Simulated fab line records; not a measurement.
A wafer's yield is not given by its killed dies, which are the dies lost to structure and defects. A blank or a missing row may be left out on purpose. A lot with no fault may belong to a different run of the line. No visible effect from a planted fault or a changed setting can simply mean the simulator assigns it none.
Matching of chambers | flow n5_finfet | N5_SDB_ETCH_18 on rie_diel-06 has 4 sister chambers
The step etches SOC in N2/H2, target depth 100 nm, overetch 20 nm, time 150 s. 8 wafers are shown with their chamber, then 8 later ones without.

== WAFERS PAIRED WITH THEIR CHAMBERS ==
wafer  | chamber | drypump_motor_current_A (A) | throttle_valve_pct (%)
L083.6 | 3       | 6.4                         | 17.71
L086.2 | 3       | 6.5                         | 17.70
L087.1 | 0       | 6.6                         | 17.99
L087.5 | 2       | 5.4                         | 18.14
L090.3 | 0       | 6.6                         | 18.04
L090.4 | 1       | 6.0                         | 18.15
L090.6 | 2       | 5.5                         | 18.15
L092.1 | 1       | 6.0                         | 18.17

== WAFERS MISSING THEIR CHAMBER ==
wafer  | drypump_motor_current_A (A) | throttle_valve_pct (%)
L092.3 | 5.4                         | 18.18
L092.4 | 6.6                         | 18.02
L094.2 | 5.4                         | 18.17
L094.4 | 6.0                         | 18.19
L094.5 | 5.5                         | 18.17
L097.1 | 6.5                         | 17.75
L097.5 | 5.4                         | 18.20
L097.6 | 6.5                         | 17.75

== WHICH CHAMBER EACH WENT THROUGH ==
wafer  | from the rows above | in truth
L092.3 | 2                   | 2
L092.4 | 0                   | 0
L094.2 | 2                   | 2
L094.4 | 1                   | 1
L094.5 | 2                   | 2
L097.1 | 3                   | 3
L097.5 | 2                   | 2
L097.6 | 3                   | 3
8 of 8 placed correctly. Left unplaced by these rows: 0. Number placed wrongly: 0.
How it was worked out, from the rows above alone: a wafer's distance from a chamber is the root of the sum, over the readings, of the square of ((its reading less the chamber's mean) divided by the reading's scatter). If the next closest chamber is less than 2 further off than the closest, the wafer can't be placed; otherwise it belongs to the closest. For every chamber, the mean is computed from those of its wafers that are shown. How the scatter is found: for the shown wafers, subtract from each reading the mean of its chamber, square and add these, divide the total by (wafers less chambers), then take the root.
